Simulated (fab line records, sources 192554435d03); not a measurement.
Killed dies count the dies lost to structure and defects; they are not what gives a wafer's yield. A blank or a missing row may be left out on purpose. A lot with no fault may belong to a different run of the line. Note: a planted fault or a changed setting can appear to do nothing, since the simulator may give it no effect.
fab line records ; flow n5Finfet ; part 1 of 2: steps 1 to 30 of 35
record lots=5; wafers=15; lastDay=16
route steps=1938 shown WELL_APT@38 PMOS_HMC_CHANNEL_EPI@57
lots untouched by any fault: they come from a run of this same line in which no faults occurred
startH: start of the lot's first displayed wafer, in hours after the record's first day ; waitH: time in hours since the lot's previous step ; " same as the row above ; L1.1+2: a single row standing in for several wafers ; - no value present, or no start provided ; * or withheld: withheld ; < > ~ a bound
route shown NAME@n: a module of which the file shows steps, and the number in the route of the first ; usual: mean and standard deviation over wafers with no fault ; same: alike in all rows ; chamber/n: place in a boat ; sites: the reading at each site ; _std_site: the standard deviation of these ; _edge_site: the outer-site mean with the inner-site mean subtracted ; radiusMm: for every site, how far away it sits from the centre of the wafer ; mask NAME#n: copy n ; behind: tool/chamber where the wafer was last shaped ; hold: cause of the lot's hold/its duration in hours/its outcome ; device: whichever transistor did not switch (one of n, p or np) ; end of line: the same wafers' tests at the end of the route ; a step given without rows: its recipe and nothing more ; killed: not the wafer's yield, but the dies lost to structure and defects at the first sort ; map: a wafer's dies, x killed, . not, _ none there
set.NAME: the run value of the setting; set.NAME@STEP: its run value at that earlier step ; model.NAME: the simulator's own value behind a step, which no gauge read
a table for each step, a row for each wafer; lots at some steps of the route
services: when a tool's chamber went out of use (startH, in hours from the record's first day, below 0 if earlier), for how many hours, and the reason
## steps
# step N5_WELL_APT_SOFTBAKE_20
# recipe tempC=130; timeS=60
lot.wafer;tool;chamber;startH;waitH
L080.4+5+6;lithoTrack-03;0;-;-
L085.4+5+6;lithoTrack-01;0;-;-
L086.1+4+5;lithoTrack-01;0;-;-
L090.1+2+6;lithoTrack-04;0;-;-
L093.1+3+5;lithoTrack-04;0;-;-
# step N5_WELL_APT_EXPOSE_22
# recipe maskId=PWELL; na=0.8; sourceShape=conventional; sigmaOuter=0.8; polarization=unpolarized; defocusNm=0; targetCdNm=200; doseMj=23.2
lot.wafer;tool;chamber;startH;waitH;mask
L080.4+5+6;krfScanner-02;0;52.33;-;PWELL#0
L085.4+5+6;krfScanner-01;0;81.74;-;PWELL#0
L086.1+4+5;krfScanner-01;0;86.76;-;PWELL#0
L090.1+2+6;krfScanner-02;0;110.85;-;PWELL#0
L093.1+3+5;krfScanner-02;0;128.96;-;PWELL#0
# step N5_WELL_APT_PEB_23
# recipe pebTempC=130; pebTimeS=90
lot.wafer;tool;chamber;startH;waitH
L080.4+5+6;lithoTrack-03;0;52.37;0.0
L085.4+5+6;lithoTrack-01;0;81.78;0.0
L086.1+4+5;lithoTrack-04;0;86.82;0.1
L090.1+2+6;lithoTrack-03;0;110.91;0.1
L093.1+3+5;lithoTrack-04;0;129.02;0.1
# step N5_WELL_APT_DEVELOP_24
# recipe developTimeS=45; rinseLiquid=surfactantRinse; dry=airSpin; devTempC=21
# usual developerTempC=21.00/0.11
lot.wafer;tool;chamber;startH;waitH;developerTempC
L080.4;lithoTrack-03;0;-;-;21.02
L080.5;lithoTrack-03;0;-;-;20.99
L080.6;lithoTrack-03;0;-;-;21.13
L085.4;lithoTrack-01;0;-;-;21.06
L085.5;lithoTrack-01;0;-;-;20.91
L085.6;lithoTrack-01;0;-;-;21.03
L086.1;lithoTrack-04;0;-;-;21.00
L086.4;lithoTrack-04;0;-;-;21.10
L086.5;lithoTrack-04;0;-;-;20.87
L090.1;lithoTrack-03;0;-;-;20.91
L090.2;lithoTrack-03;0;-;-;21.16
L090.6;lithoTrack-03;0;-;-;20.85
L093.1;lithoTrack-04;0;-;-;20.99
L093.3;lithoTrack-04;0;-;-;21.02
L093.5;lithoTrack-04;0;-;-;21.05
# step N5_WELL_APT_HARDBAKE_29
# recipe tempC=130; timeS=120
lot.wafer;tool;chamber;startH;waitH
L080.4+5+6;lithoTrack-03;0;-;-
L085.4+5+6;lithoTrack-01;0;-;-
L086.1+4+5;lithoTrack-04;0;-;-
L090.1+2+6;lithoTrack-03;0;-;-
L093.1+3+5;lithoTrack-04;0;-;-
# step N5_WELL_APT_CD_MEAS_25
# recipe targetCdNm=200; landingEnergyEv=500; detector=seInlens
# usual cdNm=199/3.5
lot.wafer;tool;chamber;startH;waitH;cdNm
L080.4;cdSem-03;0;52.49;-;202
L080.5;cdSem-03;0;52.49;-;207
L080.6;cdSem-03;0;52.49;-;203
L085.4;cdSem-03;0;81.90;-;196
L085.5;cdSem-03;0;81.90;-;197
L085.6;cdSem-03;0;81.90;-;201
L086.1;cdSem-02;0;86.93;-;192
L086.4;cdSem-02;0;86.93;-;194
L086.5;cdSem-02;0;86.93;-;195
L090.1;cdSem-01;0;111.03;-;202
L090.2;cdSem-01;0;111.03;-;203
L090.6;cdSem-01;0;111.03;-;200
L093.1;cdSem-03;0;129.13;-;192
L093.3;cdSem-03;0;129.13;-;195
L093.5;cdSem-03;0;129.13;-;197
# step N5_WELL_APT_OVL_MEAS_26
# recipe pointsPerWafer=44
# usual PWELL_OVL=-3/4.5
lot.wafer;tool;chamber;startH;waitH;PWELL_OVL[nm]
L080.4;overlay-01;0;52.52;0.0;-4
L080.5;overlay-01;0;52.52;0.0;-3
L080.6;overlay-01;0;52.52;0.0;0
L085.4;overlay-01;0;81.92;0.0;-4
L085.5;overlay-01;0;81.92;0.0;-4
L085.6;overlay-01;0;81.92;0.0;1
L086.1;overlay-01;0;86.96;0.0;-3
L086.4;overlay-01;0;86.96;0.0;-1
L086.5;overlay-01;0;86.96;0.0;2
L090.1;overlay-02;0;111.06;0.0;-9
L090.2;overlay-02;0;111.06;0.0;0
L090.6;overlay-02;0;111.06;0.0;-2
L093.1;overlay-02;0;129.16;0.0;-9
L093.3;overlay-02;0;129.16;0.0;-8
L093.5;overlay-02;0;129.16;0.0;-6
# step N5_WELL_APT_INSPECT_27
# recipe mode=adi; inspectInstrument=macro
# usual rawDefectCount=2.1/1.3
lot.wafer;tool;chamber;startH;waitH;rawDefectCount
L080.4;defectInspect-02;-;52.54;0.0;2
L080.5;defectInspect-02;-;52.54;0.0;1
L080.6;defectInspect-02;-;52.54;0.0;2
L085.4;defectInspect-02;-;81.95;0.0;3
L085.5;defectInspect-02;-;81.95;0.0;2
L085.6;defectInspect-02;-;81.95;0.0;0
L086.1;defectInspect-02;-;86.99;0.0;0
L086.4;defectInspect-02;-;86.99;0.0;2
L086.5;defectInspect-02;-;86.99;0.0;3
L090.1;defectInspect-01;-;111.08;0.0;1
L090.2;defectInspect-01;-;111.08;0.0;3
L090.6;defectInspect-01;-;111.08;0.0;2
L093.1;defectInspect-01;-;129.19;0.0;2
L093.3;defectInspect-01;-;129.19;0.0;2
L093.5;defectInspect-01;-;129.19;0.0;3
# step N5_WELL_APT_DESCUM_30
# recipe chemistry=O2; timeS=7.9; sourcePowerW=50; biasPowerW=20; pressureMtorr=20; rfFrequencyHz=2.712e+07; tempC=40; o2FlowSccm=225
# usual drypumpMotorCurrentA=5.7/0.51; oesProductAu=0.80/0.076; rfVppV=243.4/1.3; showerheadPlenumPTorr=2.11/0.064; throttleValvePct=20.33/0.25
lot.wafer;tool;chamber;startH;waitH;drypumpMotorCurrentA;oesProductAu;rfHoursCounterH;rfVppV;showerheadPlenumPTorr;throttleValvePct
L080.4;rieDiel-06;3;52.57;0.0;5.6;0.80;103;241.5;2.00;20.07
L080.5;rieDiel-06;0;52.57;0.0;6.7;0.71;-;243.5;2.16;20.64
L080.6;rieDiel-06;1;52.57;0.0;5.2;0.80;-;245.7;2.22;20.65
L085.4;rieDiel-06;3;81.98;0.0;5.6;0.79;114;241.6;2.00;20.08
L085.5;rieDiel-06;2;81.98;0.0;5.9;0.81;-;244.8;2.19;20.29
L085.6;rieDiel-06;1;81.98;0.0;5.2;0.79;-;245.4;2.21;20.69
L086.1;rieDiel-02;1;87.27;0.3;5.5;0.73;183;243.2;2.16;20.20
L086.4;rieDiel-02;0;87.27;0.3;6.1;0.86;50;244.7;2.14;19.98
L086.5;rieDiel-02;2;87.27;0.3;5.0;0.93;-;242.6;2.03;19.90
L090.1;rieDiel-06;3;111.11;0.0;5.6;0.78;124;242.8;1.99;20.09
L090.2;rieDiel-06;2;111.11;0.0;5.9;0.80;102;244.8;2.18;20.32
L090.6;rieDiel-06;0;111.11;0.0;6.7;0.69;-;245.2;2.15;20.68
L093.1;rieDiel-06;3;129.22;0.0;5.6;0.77;131;241.3;1.99;20.10
L093.3;rieDiel-06;0;129.22;0.0;6.7;0.68;248;243.9;2.15;20.70
L093.5;rieDiel-06;1;129.22;0.0;5.2;0.77;-;245.4;2.21;20.68
# step N5_WELL_APT_IMPLANT_31
# recipe species=B; energyKev=60; doseCm2=1.5e+13; tiltDeg=0; rotationDeg=0
lot.wafer;tool;chamber;startH;waitH
L080.4+5+6;implanter-02;0;52.76;0.2
L085.4+5+6;implanter-01;0;82.17;0.2
L086.1+4+5;implanter-02;0;87.37;0.1
L090.1+2+6;implanter-02;0;111.21;0.1
L093.1+3+5;implanter-02;0;129.32;0.1
# step N5_WELL_APT_IMPLANT_32
# recipe species=BF2; energyKev=50; doseCm2=2e+13; tiltDeg=0; rotationDeg=0
lot.wafer;tool;chamber;startH;waitH
L080.4+5+6;implanter-02;0;52.94;0.1
L085.4+5+6;implanter-01;0;82.35;0.1
L086.1+4+5;implanter-02;0;87.55;0.1
L090.1+2+6;implanter-02;0;111.39;0.1
L093.1+3+5;implanter-02;0;129.50;0.1
# step N5_WELL_APT_STRIP_33
# recipe chemistry=SPM; timeS=900; tempC=130; h2so4H2o2VolRatio=4; dry=ipaMarangoni
# usual bathGuardTempC=129.9/0.44
lot.wafer;tool;chamber;startH;waitH;bathGuardTempC
L080.4;wetBench-06;3;53.06;0.1;129.6
L080.5;wetBench-06;4;53.06;0.1;130.0
L080.6;wetBench-06;6;53.06;0.1;130.1
L085.4;wetBench-06;3;82.47;0.1;129.4
L085.5;wetBench-06;0;82.47;0.1;130.3
L085.6;wetBench-06;2;82.47;0.1;129.9
L086.1;wetBench-02;5;87.76;0.2;130.1
L086.4;wetBench-02;0;87.76;0.2;130.2
L086.5;wetBench-02;1;87.76;0.2;130.3
L090.1;wetBench-01;7;111.60;0.2;130.0
L090.2;wetBench-01;6;111.60;0.2;129.4
L090.6;wetBench-01;3;111.60;0.2;129.4
L093.1;wetBench-01;4;129.71;0.2;130.1
L093.3;wetBench-01;1;129.71;0.2;130.9
L093.5;wetBench-01;7;129.71;0.2;129.9
# step N5_WELL_APT_RTA_34
# recipe tempC=1000; timeS=10; ambient=N2; idleTempC=600; rampUpCPerS=150; rampDownCPerS=60; coolToC=600
# usual lampPowerPct=13.00/0.052; wafer_temp_C_max=1003.4/1.1
lot.wafer;tool;chamber;startH;waitH;lampPowerPct;wafer_temp_C_max
L080.4;rtpAnneal-01;0;53.40;0.1;12.97;1002.8
L080.5;rtpAnneal-01;0;53.40;0.1;13.03;1002.4
L080.6;rtpAnneal-01;0;53.40;0.1;12.98;1002.8
L085.4;rtpAnneal-02;0;82.81;0.1;13.03;1002.8
L085.5;rtpAnneal-02;0;82.81;0.1;12.89;1005.3
L085.6;rtpAnneal-02;0;82.81;0.1;13.00;1002.7
L086.1;rtpAnneal-02;0;88.33;0.3;12.91;1003.9
L086.4;rtpAnneal-02;0;88.33;0.3;13.08;1002.9
L086.5;rtpAnneal-02;0;88.33;0.3;13.02;1004.1
L090.1;rtpAnneal-01;0;111.88;0.0;13.06;1003.7
L090.2;rtpAnneal-01;0;111.88;0.0;13.00;1003.4
L090.6;rtpAnneal-01;0;111.88;0.0;12.97;1002.7
L093.1;rtpAnneal-02;0;129.98;0.0;13.03;1004.2
L093.3;rtpAnneal-02;0;129.98;0.0;13.02;1003.2
L093.5;rtpAnneal-02;0;129.98;0.0;12.97;1001.5
# step N5_WELL_APT_OXIDE_STRIP_42
# recipe chemistry=dHF; dilution=25:1; timeS=45; tempC=25; target=SiO2; targetDepthA=120
lot.wafer;tool;chamber;startH;waitH
L080.4+5+6;wetBench-06;3,2,5;53.48;0.1
L085.4+5+6;wetBench-01;4,7,6;82.89;0.1
L086.1+4+5;wetBench-06;4,3,6;88.47;0.1
L090.1+2+6;wetBench-02;7,5,2;112.02;0.1
L093.1+3+5;wetBench-02;5,1,7;130.25;0.2
# step N5_WELL_APT_PRECLEAN_36
# recipe chemistry=O3/DIW; timeS=45; tempC=22; o3Ppm=10
lot.wafer;tool;chamber;startH;waitH
L080.4+5+6;wetBench-06;3,2,5;53.50;0.0
L085.4+5+6;wetBench-01;4,7,6;82.91;0.0
L086.1+4+5;wetBench-06;4,3,6;88.49;0.0
L090.1+2+6;wetBench-02;7,5,2;112.04;0.0
L093.1+3+5;wetBench-02;5,1,7;130.26;0.0
# step N5_WELL_APT_PRECLEAN_39
# recipe chemistry=dHF; timeS=60; dilution=150:1; tempC=25
lot.wafer;tool;chamber;startH;waitH
L080.4+5+6;wetBench-06;3,2,5;53.51;0.0
L085.4+5+6;wetBench-01;4,7,6;82.92;0.0
L086.1+4+5;wetBench-06;4,3,6;88.50;0.0
L090.1+2+6;wetBench-02;7,5,2;112.05;0.0
L093.1+3+5;wetBench-02;5,1,7;130.28;0.0
# step N5_WELL_APT_SRD_37
# recipe dry=ipaMarangoni; doPpb=5; timeS=30; tempC=23; rinseLiquid=diw
lot.wafer;tool;chamber;startH;waitH
L080.4+5+6;wetBench-06;3,2,5;53.53;0.0
L085.4+5+6;wetBench-01;4,7,6;82.94;0.0
L086.1+4+5;wetBench-06;4,3,6;88.52;0.0
L090.1+2+6;wetBench-02;7,5,2;112.07;0.0
L093.1+3+5;wetBench-02;5,1,7;130.29;0.0
# step N5_WELL_APT_EPI_41
# recipe material=Si; targetThkA=500; tempC=650; precursor=SiH4/H2; pressureTorr=20; timeS=297.7
# usual chamberPressureTorr=20.01/0.045; susceptorTempC=650.0/0.3; throttleValvePct=11.14/0.22
lot.wafer;tool;chamber;startH;waitH;chamberPressureTorr;susceptorTempC;throttleValvePct
L080.4;epiRpcvd-03;0;53.87;0.3;20.01;650.2;11.41
L080.5;epiRpcvd-03;0;53.87;0.3;20.07;649.9;11.41
L080.6;epiRpcvd-03;0;53.87;0.3;20.11;649.8;11.59
L085.4;epiRpcvd-04;0;83.29;0.3;20.00;649.6;11.09
L085.5;epiRpcvd-04;0;83.29;0.3;19.99;650.5;10.96
L085.6;epiRpcvd-04;0;83.29;0.3;20.06;649.9;10.74
L086.1;epiRpcvd-03;0;88.57;0.0;20.03;650.4;11.31
L086.4;epiRpcvd-03;0;88.57;0.0;20.03;650.6;11.08
L086.5;epiRpcvd-03;0;88.57;0.0;20.02;650.4;11.12
L090.1;epiRpcvd-03;0;112.12;0.0;19.98;649.7;11.42
L090.2;epiRpcvd-03;0;112.12;0.0;19.95;649.8;11.33
L090.6;epiRpcvd-03;0;112.12;0.0;19.98;649.8;11.35
L093.1;epiRpcvd-04;0;130.34;0.0;19.95;649.8;10.84
L093.3;epiRpcvd-04;0;130.34;0.0;19.96;649.4;10.85
L093.5;epiRpcvd-04;0;130.34;0.0;19.99;649.6;10.93
# step N5_WELL_APT_INSPECT_38
# recipe inspectInstrument=darkfield; mode=postEpi
# usual rawDefectCount=14/4.9
lot.wafer;tool;chamber;startH;waitH;rawDefectCount
L080.4;defectInspect-02;-;54.21;0.2;17
L080.5;defectInspect-02;-;54.21;0.2;8
L080.6;defectInspect-02;-;54.21;0.2;7
L085.4;defectInspect-01;-;83.63;0.2;12
L085.5;defectInspect-01;-;83.63;0.2;14
L085.6;defectInspect-01;-;83.63;0.2;7
L086.1;defectInspect-02;-;89.40;0.7;16
L086.4;defectInspect-02;-;89.40;0.7;12
L086.5;defectInspect-02;-;89.40;0.7;10
L090.1;defectInspect-01;-;112.76;0.5;20
L090.2;defectInspect-01;-;112.76;0.5;19
L090.6;defectInspect-01;-;112.76;0.5;16
L093.1;defectInspect-02;-;130.98;0.5;16
L093.3;defectInspect-02;-;130.98;0.5;18
L093.5;defectInspect-02;-;130.98;0.5;11
# step N5_PMOS_HMC_CHANNEL_EPI_HM_DEP_34
# recipe material=SiO2; targetThkA=360; tempC=400; precursor=TEOS/O2; pressureTorr=6.5; rfW=900; teosFlowSccm=161.4; gas=O2; flowSccm=2650; timeS=6.9
# usual chamberPressureTorr=6.500/0.013; heaterPowerW=554/120; showerheadPlenumPTorr=8.34/0.031; susceptorTempC=400.02/0.24; throttleValvePct=18.9/1
lot.wafer;tool;chamber;startH;waitH;chamberPressureTorr;heaterPowerW;showerheadPlenumPTorr;susceptorTempC;throttleValvePct
L080.4;pecvd-03;0;54.26;0.0;6.495;609;8.34;400.44;19.3
L080.5;pecvd-03;2;54.26;0.0;6.480;454;8.38;400.25;17.1
L080.6;pecvd-03;1;54.26;0.0;6.498;618;8.34;400.08;18.4
L085.4;pecvd-01;2;83.68;0.0;6.484;375;8.36;399.79;20.0
L085.5;pecvd-01;0;83.68;0.0;6.475;487;8.26;399.80;18.2
L085.6;pecvd-01;1;83.68;0.0;6.511;471;8.34;399.87;20.9
L086.1;pecvd-02;1;89.44;0.0;6.477;540;8.38;400.22;19.3
L086.4;pecvd-02;2;89.44;0.0;6.487;736;8.33;400.00;17.7
L086.5;pecvd-02;1;89.44;0.0;6.497;564;8.38;400.29;19.3
L090.1;pecvd-03;2;112.79;0.0;6.506;526;8.34;399.96;17.5
L090.2;pecvd-03;1;112.79;0.0;6.514;658;8.31;400.02;18.3
L090.6;pecvd-03;0;112.79;0.0;6.496;532;8.33;399.96;19.7
L093.1;pecvd-03;2;131.01;0.0;6.500;539;8.36;399.26;17.1
L093.3;pecvd-03;0;131.01;0.0;6.488;621;8.36;399.96;19.5
L093.5;pecvd-03;1;131.01;0.0;6.505;595;8.34;399.98;18.4
# step N5_PMOS_HMC_CHANNEL_EPI_COAT_31
# recipe resist=BARC; tempC=205; timeS=60; spinRpm=1500; resistThkNm=66
lot.wafer;tool;chamber;startH;waitH
L080.4+5+6;lithoTrack-02;0;54.30;0.0
L085.4+5+6;lithoTrack-02;0;83.72;0.0
L086.1+4+5;lithoTrack-05;0;89.49;0.0
L090.1+2+6;lithoTrack-02;0;112.85;0.0
L093.1+3+5;lithoTrack-05;0;131.07;0.0
# step N5_PMOS_HMC_CHANNEL_EPI_COAT_03
# recipe resist=CAR-ArF-block; spinRpm=1500; resistThkNm=205
lot.wafer;tool;chamber;startH;waitH
L080.4+5+6;lithoTrack-02;0;-;-
L085.4+5+6;lithoTrack-02;0;-;-
L086.1+4+5;lithoTrack-05;0;-;-
L090.1+2+6;lithoTrack-02;0;-;-
L093.1+3+5;lithoTrack-05;0;-;-
# step N5_PMOS_HMC_CHANNEL_EPI_EBR_05
# recipe solvent=PGMEA; ebrWidthMm=1.5
# same ebrWidthMm=1.5
lot.wafer;tool;chamber;startH;waitH
L080.4+5+6;lithoTrack-02;0;-;-
L085.4+5+6;lithoTrack-02;0;-;-
L086.1+4+5;lithoTrack-05;0;-;-
L090.1+2+6;lithoTrack-02;0;-;-
L093.1+3+5;lithoTrack-05;0;-;-
# step N5_PMOS_HMC_CHANNEL_EPI_SOFTBAKE_04
# recipe tempC=110; timeS=60; resist=CAR-ArF-block
lot.wafer;tool;chamber;startH;waitH
L080.4+5+6;lithoTrack-02;0;-;-
L085.4+5+6;lithoTrack-02;0;-;-
L086.1+4+5;lithoTrack-05;0;-;-
L090.1+2+6;lithoTrack-02;0;-;-
L093.1+3+5;lithoTrack-05;0;-;-
# step N5_PMOS_HMC_CHANNEL_EPI_EXPOSE_06
# recipe maskId=PMOS_HMC_BLK; na=1.35; sourceShape=conventional; sigmaOuter=0.8; polarization=unpolarized; targetCdNm=240; doseMj=41
lot.wafer;tool;chamber;startH;waitH;mask
L080.4+5+6;arfiScanner-03;0;54.42;-;PMOS_HMC_BLK#0
L085.4+5+6;arfiScanner-03;0;83.96;-;PMOS_HMC_BLK#0
L086.1+4+5;arfiScanner-02;0;89.72;-;PMOS_HMC_BLK#0
L090.1+2+6;arfiScanner-01;0;112.95;-;PMOS_HMC_BLK#0
L093.1+3+5;arfiScanner-02;0;131.29;-;PMOS_HMC_BLK#0
# step N5_PMOS_HMC_CHANNEL_EPI_PEB_07
# recipe pebTempC=110; pebTimeS=60; resist=CAR-ArF-block
lot.wafer;tool;chamber;startH;waitH
L080.4+5+6;lithoTrack-02;0;54.46;0.0
L085.4+5+6;lithoTrack-04;0;84.00;0.0
L086.1+4+5;lithoTrack-02;0;89.77;0.1
L090.1+2+6;lithoTrack-05;0;113.00;0.1
L093.1+3+5;lithoTrack-04;0;131.35;0.1
# step N5_PMOS_HMC_CHANNEL_EPI_DEVELOP_08
# recipe developTimeS=30; developer=TMAH; resist=CAR-ArF-block; devTempC=23; rinseLiquid=diw; dry=airSpin
# usual developerTempC=23.04/0.11
lot.wafer;tool;chamber;startH;waitH;developerTempC
L080.4;lithoTrack-02;0;-;-;22.95
L080.5;lithoTrack-02;0;-;-;23.05
L080.6;lithoTrack-02;0;-;-;23.06
L085.4;lithoTrack-04;0;-;-;23.05
L085.5;lithoTrack-04;0;-;-;23.15
L085.6;lithoTrack-04;0;-;-;23.00
L086.1;lithoTrack-02;0;-;-;23.21
L086.4;lithoTrack-02;0;-;-;23.03
L086.5;lithoTrack-02;0;-;-;23.16
L090.1;lithoTrack-05;0;-;-;23.08
L090.2;lithoTrack-05;0;-;-;23.01
L090.6;lithoTrack-05;0;-;-;23.12
L093.1;lithoTrack-04;0;-;-;23.03
L093.3;lithoTrack-04;0;-;-;23.06
L093.5;lithoTrack-04;0;-;-;23.02
# step N5_PMOS_HMC_CHANNEL_EPI_CD_MEAS_09
# recipe targetCdNm=237.4; landingEnergyEv=500; detector=seInlens
# usual cdNm=237.9/1
lot.wafer;tool;chamber;startH;waitH;cdNm
L080.4;cdSem-02;0;54.53;-;237.2
L080.5;cdSem-02;0;54.53;-;236.8
L080.6;cdSem-02;0;54.53;-;238.0
L085.4;cdSem-02;0;84.07;-;239.4
L085.5;cdSem-02;0;84.07;-;238.5
L085.6;cdSem-02;0;84.07;-;238.9
L086.1;cdSem-03;0;89.85;-;236.4
L086.4;cdSem-03;0;89.85;-;237.2
L086.5;cdSem-03;0;89.85;-;237.9
L090.1;cdSem-03;0;113.07;-;236.2
L090.2;cdSem-03;0;113.07;-;236.4
L090.6;cdSem-03;0;113.07;-;236.0
L093.1;cdSem-01;0;131.42;-;239.6
L093.3;cdSem-01;0;131.42;-;237.4
L093.5;cdSem-01;0;131.42;-;238.8
# step N5_PMOS_HMC_CHANNEL_EPI_OVL_MEAS_10
# recipe pointsPerWafer=44
# usual PMOS_HMC_BLK_OVL=0.0/0.82
lot.wafer;tool;chamber;startH;waitH;PMOS_HMC_BLK_OVL[nm]
L080.4;overlay-02;0;54.56;0.0;1.3
L080.5;overlay-02;0;54.56;0.0;0.2
L080.6;overlay-02;0;54.56;0.0;0.9
L085.4;overlay-01;0;84.10;0.0;1.5
L085.5;overlay-01;0;84.10;0.0;-0.9
L085.6;overlay-01;0;84.10;0.0;0.7
L086.1;overlay-01;0;89.88;0.0;-0.7
L086.4;overlay-01;0;89.88;0.0;-0.2
L086.5;overlay-01;0;89.88;0.0;-0.6
L090.1;overlay-02;0;113.10;0.0;1.4
L090.2;overlay-02;0;113.10;0.0;0.4
L090.6;overlay-02;0;113.10;0.0;0.3
L093.1;overlay-01;0;131.45;0.0;-1.3
L093.3;overlay-01;0;131.45;0.0;0.5
L093.5;overlay-01;0;131.45;0.0;-0.7
# step N5_PMOS_HMC_CHANNEL_EPI_INSPECT_11
# recipe mode=adi; inspectInstrument=macro
# usual rawDefectCount=1.8/1.2
lot.wafer;tool;chamber;startH;waitH;rawDefectCount
L080.4;defectInspect-01;-;54.58;0.0;2
L080.5;defectInspect-01;-;54.58;0.0;2
L080.6;defectInspect-01;-;54.58;0.0;2
L085.4;defectInspect-02;-;84.12;0.0;1
L085.5;defectInspect-02;-;84.12;0.0;1
L085.6;defectInspect-02;-;84.12;0.0;2
L086.1;defectInspect-01;-;89.90;0.0;2
L086.4;defectInspect-01;-;89.90;0.0;1
L086.5;defectInspect-01;-;89.90;0.0;0
L090.1;defectInspect-02;-;113.13;0.0;2
L090.2;defectInspect-02;-;113.13;0.0;0
L090.6;defectInspect-02;-;113.13;0.0;2
L093.1;defectInspect-02;-;131.47;0.0;3
L093.3;defectInspect-02;-;131.47;0.0;1
L093.5;defectInspect-02;-;131.47;0.0;1
